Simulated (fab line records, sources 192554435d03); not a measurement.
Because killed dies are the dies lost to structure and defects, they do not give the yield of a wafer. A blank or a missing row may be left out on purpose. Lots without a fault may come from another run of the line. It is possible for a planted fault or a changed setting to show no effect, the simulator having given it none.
fab line records + flow n5_finfet + part 2 of 2: steps 27 to 35 of 35
record
- lots=5
- wafers=15
- last_day=16
route steps=1938 shown BEOL_M3@994 BEOL_M4@1021
lots that met no fault: from a run of the same line without faults
start_h: hours from the record's opening day to when the first of the lot's shown wafers began + wait_h: how many hours have passed since the lot's step before this one + " unchanged from the row above + L1.1+2: a row that stands for several wafers + - either no value or no given start + * or withheld: withheld + < > ~ a bound
route shown NAME@n: a module of which the file shows steps, and the number in the route of the first + usual: mean/standard deviation of fault-free wafers + same: alike in all rows + chamber/n: place in a boat + sites: the reading at each site + _std_site: how widely they spread, as a standard deviation + _edge_site: inner sites' mean taken away from outer sites' mean + radius_mm: how far each site lies from the wafer's centre + mask NAME#n: copy n + behind: the last tool/chamber to shape the wafer + hold: why the lot went on hold/how many hours it stayed there/how the hold came to an end + device: names the non-switching transistor (n, p or np) + end of line: the same wafers' tests at the end of the route + a step given without rows: its recipe and nothing more + killed: dies lost to structure and defects at the first sort, not the wafer's yield + map: a wafer's dies, x killed, . not, _ none there
set.NAME: the setting the step ran with; set.NAME@STEP: the setting that earlier step ran with + model.NAME: the simulator's own value behind a step, which no gauge read
lots seen at some steps along the route; tables by step, rows by wafer
services: from which hour (start_h, from the record's first day; less than 0 if before it) a tool's chamber was out of use, for how many hours, and why
## steps
# step N5_BEOL_M3_INSPECT_59
# recipe
- inspect_instrument=darkfield
- mode=post_dep
# usual
- raw_defect_count=66/22
| lot.wafer | tool              | chamber | start_h | wait_h | raw_defect_count |
|-----------|-------------------|---------|---------|--------|------------------|
| L076.2    | defect_inspect-01 | -       | 159.91  | 0.0    | 97               |
| L076.3    | "                 | -       | "       | "      | 112              |
| L076.5    | "                 | -       | "       | "      | 88               |
| L075.1    | defect_inspect-01 | -       | 162.51  | 0.0    | 92               |
| L075.3    | "                 | -       | "       | "      | 84               |
| L075.4    | "                 | -       | "       | "      | 68               |
| L080.2    | defect_inspect-02 | -       | 194.89  | 0.0    | 50               |
| L080.5    | "                 | -       | "       | "      | 68               |
| L080.6    | "                 | -       | "       | "      | 60               |
| L089.3    | defect_inspect-01 | -       | 241.96  | 0.0    | 52               |
| L089.5    | "                 | -       | "       | "      | 64               |
| L089.6    | "                 | -       | "       | "      | 42               |
| L091.2    | defect_inspect-02 | -       | 264.90  | 0.0    | 63               |
| L091.5    | "                 | -       | "       | "      | 42               |
| L091.6    | "                 | -       | "       | "      | 70               |
# step N5_BEOL_M4_ILD_DEP_00
# recipe
- material=SiOC
- target_thk_a=790
- temp_c=350
- precursor=DEMS/O2
- pressure_torr=5
- rf_w=500
- time_s=15.3
# usual
- heater_power_w=466/76
- showerhead_plenum_p_Torr=5.686/0.015
- showerhead_vpp_V=1333/80
- throttle_valve_pct=11.6/0.54
| lot.wafer | tool     | chamber | start_h | wait_h | heater_power_w | showerhead_plenum_p_Torr | showerhead_vpp_V | throttle_valve_pct |
|-----------|----------|---------|---------|--------|----------------|--------------------------|------------------|--------------------|
| L076.2    | pecvd-03 | 2       | 159.95  | 0.0    | 593            | 5.686                    | 1348             | 11.7               |
| L076.3    | "        | 1       | "       | "      | 505            | 5.693                    | 1339             | 11.9               |
| L076.5    | "        | 2       | "       | "      | 612            | 5.693                    | 1339             | 11.8               |
| L075.1    | pecvd-01 | 1       | 162.55  | 0.0    | 421            | 5.690                    | 1303             | 12.3               |
| L075.3    | "        | 0       | "       | "      | 480            | 5.673                    | 1191             | 11.9               |
| L075.4    | "        | 2       | "       | "      | 364            | 5.679                    | 1412             | 10.4               |
| L080.2    | pecvd-01 | 2       | 194.92  | 0.0    | 354            | 5.691                    | 1373             | 10.4               |
| L080.5    | "        | 2       | "       | "      | 353            | 5.689                    | 1413             | 10.4               |
| L080.6    | "        | 1       | "       | "      | 401            | 5.682                    | 1332             | 11.9               |
| L089.3    | pecvd-03 | 0       | 242.00  | 0.0    | 590            | 5.687                    | 1310             | 12.2               |
| L089.5    | "        | 1       | "       | "      | 442            | 5.675                    | 1338             | 11.8               |
| L089.6    | "        | 2       | "       | "      | 611            | 5.692                    | 1316             | 11.5               |
| L091.2    | pecvd-01 | 2       | 264.94  | 0.0    | 380            | 5.712                    | 1390             | 10.8               |
| L091.5    | "        | 0       | "       | "      | 427            | 5.665                    | 1193             | 12.1               |
| L091.6    | "        | 1       | "       | "      | 425            | 5.670                    | 1314             | 12.0               |
# step N5_BEOL_M4_THK_MEAS_01
# recipe
- reads=SiOC_of_BEOL_M4_ILD_DEP_00
# usual
- M4_ILD_THK=79.0/1.1
| lot.wafer | tool          | chamber | start_h | wait_h | M4_ILD_THK[nm] |
|-----------|---------------|---------|---------|--------|----------------|
| L076.2    | film_metro-02 | -       | 160.02  | 0.1    | 78.1           |
| L076.3    | "             | -       | "       | "      | 79.2           |
| L076.5    | "             | -       | "       | "      | 79.7           |
| L075.1    | film_metro-02 | -       | 162.61  | 0.0    | 77.9           |
| L075.3    | "             | -       | "       | "      | 78.8           |
| L075.4    | "             | -       | "       | "      | 80.0           |
| L080.2    | film_metro-02 | -       | 194.99  | 0.1    | 78.2           |
| L080.5    | "             | -       | "       | "      | 77.9           |
| L080.6    | "             | -       | "       | "      | 77.6           |
| L089.3    | film_metro-01 | -       | 242.07  | 0.1    | 77.4           |
| L089.5    | "             | -       | "       | "      | 80.6           |
| L089.6    | "             | -       | "       | "      | 80.5           |
| L091.2    | film_metro-02 | -       | 265.01  | 0.1    | 77.3           |
| L091.5    | "             | -       | "       | "      | 80.2           |
| L091.6    | "             | -       | "       | "      | 79.9           |
# step N5_BEOL_M4_PECVD_72
# recipe
- material=SiO2
- target_thk_a=160
- temp_c=400
- precursor=TEOS/O2
- pressure_torr=5.5
- rf_w=450
- teos_flow_sccm=53.8
- gas=O2
- flow_sccm=3000
- time_s=18
# usual
- heater_power_w=730/110
- showerhead_plenum_p_Torr=8.75/0.046
- showerhead_vpp_V=1264/63
- throttle_valve_pct=21.9/0.85
| lot.wafer | tool     | chamber | start_h | wait_h | heater_power_w | showerhead_plenum_p_Torr | showerhead_vpp_V | throttle_valve_pct |
|-----------|----------|---------|---------|--------|----------------|--------------------------|------------------|--------------------|
| L076.2    | pecvd-03 | 1       | 160.06  | 0.0    | 670            | 8.74                     | 1266             | 21.9               |
| L076.3    | "        | 0       | "       | "      | 736            | 8.72                     | 1259             | 22.0               |
| L076.5    | "        | 1       | "       | "      | 699            | 8.76                     | 1279             | 21.8               |
| L075.1    | pecvd-03 | 1       | 162.65  | 0.0    | 717            | 8.76                     | 1275             | 22.2               |
| L075.3    | "        | 0       | "       | "      | 762            | 8.70                     | 1239             | 22.0               |
| L075.4    | "        | 1       | "       | "      | 746            | 8.76                     | 1259             | 22.2               |
| L080.2    | pecvd-01 | 1       | 195.03  | 0.0    | 654            | 8.74                     | 1245             | 22.4               |
| L080.5    | "        | 0       | "       | "      | 730            | 8.66                     | 1137             | 22.4               |
| L080.6    | "        | 1       | "       | "      | 690            | 8.74                     | 1253             | 22.8               |
| L089.3    | pecvd-01 | 2       | 242.10  | 0.0    | 673            | 8.76                     | 1307             | 19.9               |
| L089.5    | "        | 2       | "       | "      | 690            | 8.77                     | 1300             | 20.1               |
| L089.6    | "        | 1       | "       | "      | 675            | 8.73                     | 1244             | 22.5               |
| L091.2    | pecvd-03 | 0       | 265.04  | 0.0    | 899            | 8.72                     | 1233             | 22.3               |
| L091.5    | "        | 2       | "       | "      | 840            | 8.77                     | 1269             | 22.2               |
| L091.6    | "        | 0       | "       | "      | 914            | 8.70                     | 1231             | 22.2               |
# step N5_BEOL_M4_HM_DEP_02
# recipe
- material=TiN
- target_thk_a=200
- temp_c=25
- chamber_pressure_pa=0.49996
# usual
- throttle_valve_pct=29.7/0.93
| lot.wafer | tool           | chamber | start_h | wait_h | throttle_valve_pct |
|-----------|----------------|---------|---------|--------|--------------------|
| L076.2    | pvd_sputter-03 | -       | 161.34  | 1.3    | 30.5               |
| L076.3    | "              | -       | "       | "      | 29.7               |
| L076.5    | "              | -       | "       | "      | 28.6               |
| L075.1    | pvd_sputter-01 | -       | 164.22  | 1.6    | 30.2               |
| L075.3    | "              | -       | "       | "      | 31.3               |
| L075.4    | "              | -       | "       | "      | 30.5               |
| L080.2    | pvd_sputter-03 | -       | 195.85  | 0.8    | 30.4               |
| L080.5    | "              | -       | "       | "      | 30.7               |
| L080.6    | "              | -       | "       | "      | 29.8               |
| L089.3    | pvd_sputter-02 | -       | 242.81  | 0.7    | 29.1               |
| L089.5    | "              | -       | "       | "      | 28.7               |
| L089.6    | "              | -       | "       | "      | 28.9               |
| L091.2    | pvd_sputter-02 | -       | 265.84  | 0.8    | 28.7               |
| L091.5    | "              | -       | "       | "      | 28.6               |
| L091.6    | "              | -       | "       | "      | 29.4               |
# step N5_BEOL_M4_COAT_61
# recipe
- resist=SOC
- temp_c=250
- time_s=60
- spin_rpm=1500
- resist_thk_nm=60
# usual
- exhaust_pa=45.0/0.8
| lot.wafer | tool           | chamber | start_h | wait_h | exhaust_pa |
|-----------|----------------|---------|---------|--------|------------|
| L076.2    | litho_track-02 | 0       | 161.47  | 0.1    | 46.5       |
| L076.3    | "              | 0       | "       | "      | 45.1       |
| L076.5    | "              | 0       | "       | "      | 44.9       |
| L075.1    | litho_track-03 | 0       | 164.35  | 0.1    | 45.9       |
| L075.3    | "              | 0       | "       | "      | 46.0       |
| L075.4    | "              | 0       | "       | "      | 44.9       |
| L080.2    | litho_track-03 | 0       | 195.98  | 0.1    | 44.4       |
| L080.5    | "              | 0       | "       | "      | 45.2       |
| L080.6    | "              | 0       | "       | "      | 44.4       |
| L089.3    | litho_track-03 | 0       | 242.94  | 0.1    | 44.1       |
| L089.5    | "              | 0       | "       | "      | 45.2       |
| L089.6    | "              | 0       | "       | "      | 45.1       |
| L091.2    | litho_track-02 | 0       | 265.98  | 0.1    | 45.5       |
| L091.5    | "              | 0       | "       | "      | 46.3       |
| L091.6    | "              | 0       | "       | "      | 45.0       |
# step N5_BEOL_M4_COAT_62
# recipe
- resist=SiARC
- temp_c=220
- time_s=60
- spin_rpm=1500
- resist_thk_nm=12
# usual
- exhaust_pa=44.8/0.71
| lot.wafer | tool           | chamber | start_h | wait_h | exhaust_pa |
|-----------|----------------|---------|---------|--------|------------|
| L076.2    | litho_track-02 | 0       | -       | -      | 45.0       |
| L076.3    | "              | 0       | "       | "      | 45.0       |
| L076.5    | "              | 0       | "       | "      | 45.2       |
| L075.1    | litho_track-03 | 0       | -       | -      | 44.9       |
| L075.3    | "              | 0       | "       | "      | 45.3       |
| L075.4    | "              | 0       | "       | "      | 45.4       |
| L080.2    | litho_track-03 | 0       | -       | -      | 44.2       |
| L080.5    | "              | 0       | "       | "      | 45.0       |
| L080.6    | "              | 0       | "       | "      | 43.8       |
| L089.3    | litho_track-03 | 0       | -       | -      | 45.3       |
| L089.5    | "              | 0       | "       | "      | 44.9       |
| L089.6    | "              | 0       | "       | "      | 45.1       |
| L091.2    | litho_track-02 | 0       | -       | -      | 45.7       |
| L091.5    | "              | 0       | "       | "      | 44.9       |
| L091.6    | "              | 0       | "       | "      | 45.9       |
# step N5_BEOL_M4_COAT_73
# recipe
- resist=underlayer
- temp_c=205
- time_s=60
- spin_rpm=1500
- resist_thk_nm=5
# usual
- exhaust_pa=45.0/0.87
| lot.wafer | tool           | chamber | start_h | wait_h | exhaust_pa |
|-----------|----------------|---------|---------|--------|------------|
| L076.2    | litho_track-02 | 0       | -       | -      | 45.7       |
| L076.3    | "              | 0       | "       | "      | 45.4       |
| L076.5    | "              | 0       | "       | "      | 45.1       |
| L075.1    | litho_track-03 | 0       | -       | -      | 43.6       |
| L075.3    | "              | 0       | "       | "      | 44.0       |
| L075.4    | "              | 0       | "       | "      | 44.5       |
| L080.2    | litho_track-03 | 0       | -       | -      | 47.8       |
| L080.5    | "              | 0       | "       | "      | 45.0       |
| L080.6    | "              | 0       | "       | "      | 45.3       |
| L089.3    | litho_track-03 | 0       | -       | -      | 45.3       |
| L089.5    | "              | 0       | "       | "      | 44.3       |
| L089.6    | "              | 0       | "       | "      | 43.7       |
| L091.2    | litho_track-02 | 0       | -       | -      | 43.8       |
| L091.5    | "              | 0       | "       | "      | 43.4       |
| L091.6    | "              | 0       | "       | "      | 43.2       |
# step N5_BEOL_M4_COAT_05
# recipe
- resist=CAR-EUV
- spin_rpm=1500
- resist_thk_nm=30
# usual
- exhaust_pa=45.0/0.94
| lot.wafer | tool           | chamber | start_h | wait_h | exhaust_pa |
|-----------|----------------|---------|---------|--------|------------|
| L076.2    | litho_track-02 | 0       | -       | -      | 44.7       |
| L076.3    | "              | 0       | "       | "      | 44.4       |
| L076.5    | "              | 0       | "       | "      | 44.9       |
| L075.1    | litho_track-03 | 0       | -       | -      | 45.7       |
| L075.3    | "              | 0       | "       | "      | 45.5       |
| L075.4    | "              | 0       | "       | "      | 46.1       |
| L080.2    | litho_track-03 | 0       | -       | -      | 45.6       |
| L080.5    | "              | 0       | "       | "      | 45.8       |
| L080.6    | "              | 0       | "       | "      | 46.9       |
| L089.3    | litho_track-03 | 0       | -       | -      | 45.7       |
| L089.5    | "              | 0       | "       | "      | 45.8       |
| L089.6    | "              | 0       | "       | "      | 45.0       |
| L091.2    | litho_track-02 | 0       | -       | -      | 43.4       |
| L091.5    | "              | 0       | "       | "      | 44.5       |
| L091.6    | "              | 0       | "       | "      | 44.6       |
## services
| tool      | chamber | start_h | hours | kind                           |
|-----------|---------|---------|-------|--------------------------------|
| cmp-03    | -       | 141.38  | 0.2   | repair                         |
| cmp-04    | -       | 152.57  | 1.3   | repair                         |
| ecd_cu-02 | -       | 152.82  | 1.5   | repair                         |
| pecvd-01  | 0       | 166.99  | 2.1   | scheduled_down                 |
| cmp-04    | -       | 176.96  | 4.8   | pm                             |
| pecvd-03  | 0       | 188.27  | 5.0   | repair                         |
| pecvd-02  | 2       | 191.46  | 2.1   | scheduled_down                 |
| pecvd-03  | 0       | 202.08  | 2.1   | scheduled_down                 |
| pecvd-02  | -       | 206.05  | 3.1   | repair                         |
| pecvd-02  | 2       | 215.16  | -     | clean                          |
| pecvd-02  | 2       | 215.16  | -     | consumable_replace:showerhead  |
| pecvd-02  | 2       | 215.16  | 29.0  | scheduled_down                 |
| pecvd-02  | 2       | 215.16  | 29.0  | vent_cycle                     |
| pecvd-02  | -       | 217.20  | 2.8   | pm                             |
| cmp-03    | -       | 219.00  | 2.2   | repair                         |
| cmp-04    | -       | 223.57  | 4.0   | pm                             |
| cmp-04    | -       | 227.57  | -     | consumable_replace:conditioner |
| cmp-04    | -       | 227.57  | -     | consumable_replace:pad         |
| ecd_cu-02 | -       | 228.96  | 1.5   | repair                         |
| pecvd-03  | -       | 230.62  | 5.5   | pm                             |
| pecvd-02  | 1       | 235.00  | 3.7   | repair                         |
| cmp-04    | -       | 247.54  | 5.0   | repair                         |
| cvd_co-01 | 1       | 257.55  | 8.4   | repair                         |
| pecvd-04  | 1       | 265.09  | 6.4   | repair                         |
